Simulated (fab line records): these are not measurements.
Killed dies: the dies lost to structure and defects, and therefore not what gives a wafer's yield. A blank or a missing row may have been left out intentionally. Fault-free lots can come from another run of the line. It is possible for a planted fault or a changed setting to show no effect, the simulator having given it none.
2 desks, one fault ; flow n5-finfet ; what lay behind the numbers comes last; until then each desk has only its own

## THE METROLOGY DESK
Means of the sampled wafers that have a number, per lot and without regard to the tool the lot ran on: this is what the gauges read. Any lot whose mean is over 4 standard deviations away from the usual mean is out of limits and marked OUT; that distance is given in the brackets. Of its 10 readings 7 are shown: those that lie furthest out on some lot.
Columns: A = DIBL_N at N5_BEOL_M4_RC_MEAS_101, usual 36.2 mV/V; B = DIBL_P at N5_BEOL_M4_RC_MEAS_101, usual 36.5 mV/V; C = IOFF_P at N5_BEOL_M4_RC_MEAS_101, usual 0.21 nA/um; D = ION_P at N5_BEOL_M4_RC_MEAS_101, usual 464 uA/um; E = SS_N at N5_BEOL_M4_RC_MEAS_101, usual 71.5 mV/dec; F = SS_P at N5_BEOL_M4_RC_MEAS_101, usual 73.4 mV/dec; G = VT_N at N5_BEOL_M4_RC_MEAS_101, usual 250.4 mV
lot;first seen here;A;B;C;D;E;F;G
L352;day 7 23:20;35.8;37.4;0.23;463;71.5;72.8;251.5
L357;day 9 00:47;37.0;36.2;0.19;456;70.7;73.4;251.8
L359;day 9 19:01;35.3;35.8;0.21;467;71.6;73.1;253.0
L362;day 10 01:27;34.8;34.9;0.19;466;71.1;73.1;252.8
L373;day 13 14:35;36.0;36.8;0.20;461;71.4;73.1;248.2
L375;day 14 01:01;36.9;36.8;0.25;467;72.2;73.7;250.6
L374;day 14 08:34;34.0;34.2;0.21;471;70.9;73.0;251.0
This desk found nothing out of limits on any of the 7 lots.

## TOOL OWNER'S DESK, cvd-co-02
The tool's own readings at N5_BEOL_M3_CVD_47 (deposits Co from CCTBA/H2, target thk 3 nm, time 223.8 s): means of the sampled wafers that have a number, for each lot that ran on this tool. Any lot whose mean is over 4 standard deviations away from the usual mean is out of limits and marked OUT; that distance is given in the brackets.
Columns: A = chamber-pressure-Torr at N5_BEOL_M3_CVD_47, usual 30.00 Torr; B = run-length-s at N5_BEOL_M3_CVD_47, usual 246.6 s
lot;first seen here;A;B
L352;day 7 04:35;30.05;246.9
L357;day 8 12:40;29.99;246.9
L359;day 9 05:14;30.03;247.4
L373;day 12 12:09;29.97;247.2
L374;day 13 18:52;30.00;246.9
This desk found nothing out of limits on any of the 5 lots.

## BROUGHT TOGETHER
Nothing out of limits was seen by the metrology desk.
Nothing out of limits was seen by the tool owner's desk.

## WHAT THE SIMULATOR HAD PUT IN
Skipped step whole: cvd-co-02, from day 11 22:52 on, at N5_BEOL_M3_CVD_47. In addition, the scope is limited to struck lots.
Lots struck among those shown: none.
